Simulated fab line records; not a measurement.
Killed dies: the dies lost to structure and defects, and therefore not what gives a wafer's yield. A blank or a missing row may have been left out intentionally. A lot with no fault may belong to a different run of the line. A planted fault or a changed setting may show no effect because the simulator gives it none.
Which tool did it?	flow n5 finfet	30 wafers from 10 lots sampled at 4 of the route's 1938 steps

## WHAT EACH GAUGE READ, for each wafer
N5_SD_EPI_P_EPI_MEAS_23.
lot	measured	on	thk nm (nm)
L145	day 3 09:10	film metro-01	60.3 62.7 61.1
L150	day 4 15:19	film metro-02	61.1 60.4 62.3
L156	day 6 03:49	film metro-02	66.3 65.2 67.1
L157	day 6 13:00	film metro-02	65.9 68.3 66.4
L158	day 6 19:05	film metro-02	60.8 60.5 60.7
L160	day 7 04:16	film metro-01	61.4 63.5 62.0
L161	day 7 08:16	film metro-01	61.5 63.1 63.0
L163	day 7 19:53	film metro-02	61.3 60.6 61.0
L166	day 8 14:41	film metro-01	61.8 60.0 61.0
L167	day 8 20:59	film metro-02	62.3 62.7 61.5

## TOOL THAT RAN EACH LOT (tool first, then ch and the chambers of the sampled wafers, then the start)
lot	N5_SD_EPI_P_ETCH_36	N5_SD_EPI_P_ETCHBACK_46	N5_SD_EPI_P_EPI_21
L145	rie diel-01 ch 0,1,2, day 3 04:49	rie diel-01 ch 0,1,2, day 3 05:12	epi rpcvd-03 ch 0, day 3 06:44
L150	rie diel-04 ch 1,3, day 4 11:47	rie diel-04 ch 1,3, day 4 12:10	epi rpcvd-03 ch 0, day 4 13:07
L156	rie diel-01 ch 0,1,2, day 6 00:19	rie diel-01 ch 0,1,2, day 6 00:41	epi rpcvd-03 ch 0, day 6 01:37
L157	rie diel-05 ch 2,3, day 6 09:12	rie diel-05 ch 2,3, day 6 09:47	epi rpcvd-03 ch 0, day 6 11:31
L158	rie diel-01 ch 1,2,3, day 6 15:34	rie diel-01 ch 1,2,3, day 6 15:57	epi rpcvd-04 ch 0, day 6 17:37
L160	rie diel-04 ch 1,2, day 7 00:46	rie diel-04 ch 1,2, day 7 01:08	epi rpcvd-02 ch 0, day 7 02:05
L161	rie diel-05 ch 1,2,3, day 7 04:44	rie diel-05 ch 1,2,3, day 7 05:07	epi rpcvd-04 ch 0, day 7 06:47
L163	rie diel-04 ch 0,2,3, day 7 16:23	rie diel-04 ch 0,2,3, day 7 16:46	epi rpcvd-04 ch 0, day 7 17:42
L166	rie diel-01 ch 2,3, day 8 11:11	rie diel-01 ch 2,3, day 8 11:34	epi rpcvd-04 ch 0, day 8 12:29
L167	rie diel-05 ch 0,1, day 8 17:28	rie diel-05 ch 0,1, day 8 17:51	epi rpcvd-04 ch 0, day 8 19:09
- N5_SD_EPI_P_ETCH_36: etches SiARC in CF4, target depth 45.5 nm, time 75.8 s.
- N5_SD_EPI_P_ETCHBACK_46: etches SiNx in CH3F/O2, stops on SiO2, target depth 17.5 nm.
- N5_SD_EPI_P_EPI_21: deposits SiGe:B, time 355 s.

## THE ANSWER, worked out from the rows above alone
Rule: the lots themselves supply what counts as usual. The widest of any qualifying gaps counts: lots, ordered by their means at a reading, are off when they make up no more than a third of the lots, leave a main group of 4 or more, and stand apart from it by 3 or more times the standard deviation of that group's means. If all means in a main group match to the digits the tables above print for the reading, that group is not used. A lot without any number at a reading at which 4 lots or more have one is off too. All remaining lots with rows at the step are treated as sound.
Off, at N5_SD_EPI_P_EPI_MEAS_23 on thk nm: L156, L157. The main group has a mean of 61.5 nm with a standard deviation of 0.66.
If a tool, at a process step before that reading, ran all the lots that are off and no sound lot after the first of them, it fits. The gauges at N5_SD_EPI_P_EPI_MEAS_23 are tried like those tools. One fits: epi rpcvd-03 at N5_SD_EPI_P_EPI_21. A fault onset in the window from L150 (day 4 13:07, its last sound lot) to L156 (day 6 01:37, its first lot off) fits.

## WHAT THE SIMULATOR HAD PUT IN
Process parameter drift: epi rpcvd-03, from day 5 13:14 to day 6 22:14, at N5_SD_EPI_P_EPI_21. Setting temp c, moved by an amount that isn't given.
Shown lots that were struck: L156, L157. This agrees with what the rule above found.
